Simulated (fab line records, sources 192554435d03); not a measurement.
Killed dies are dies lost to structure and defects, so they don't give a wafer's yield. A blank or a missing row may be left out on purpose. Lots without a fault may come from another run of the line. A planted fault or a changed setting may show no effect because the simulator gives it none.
One fault seen from 2 desks | flow n5_finfet | each desk has only its own numbers; what lay behind them comes last

THE METROLOGY DESK
What the gauges read, lot by lot, whatever tool the lot ran on: means of the sampled wafers that have a number. A lot is out of limits, marked OUT, if its mean lies more than 4 standard deviations from the usual mean; the brackets give that distance.
Columns: A = cd_nm at N5_MOL_CONTACT_COAG_CD_MEAS_137, usual 15.8 nm; B = cd_nm at N5_MOL_CONTACT_COAG_CD_MEAS_40, usual 25.05 nm
lot  | first seen here | A    | B
L292 | day 5 05:41     | 15.9 | 25.11
L295 | day 5 22:29     | 15.8 | 25.19
L297 | day 6 14:06     | 16.1 | 25.07
L306 | day 8 22:10     | 15.6 | 25.13
L311 | day 10 01:39    | 15.8 | -
L312 | day 10 06:49    | 15.8 | -
This desk's finding: nothing out of limits on any of the 6 lots.

THE TOOL OWNER'S DESK: litho_track-04
The tool's own readings at N5_MOL_CONTACT_COAG_DEVELOP_39 (develop time 30 s): means of the sampled wafers that have a number, for each lot that ran on this tool. A lot is out of limits, marked OUT, if its mean lies more than 4 standard deviations from the usual mean; the brackets give that distance.
Columns: A = chill_plate_temp_C at N5_MOL_CONTACT_COAG_DEVELOP_39, usual 22.99 C
lot  | first seen here | A
L306 | day 8 22:26     | 23.19
This desk's finding: nothing out of limits on the one lot.

PUT TOGETHER
The metrology desk saw nothing out of limits.
The tool owner's desk saw nothing out of limits.

WHAT THE SIMULATOR HAD PUT IN
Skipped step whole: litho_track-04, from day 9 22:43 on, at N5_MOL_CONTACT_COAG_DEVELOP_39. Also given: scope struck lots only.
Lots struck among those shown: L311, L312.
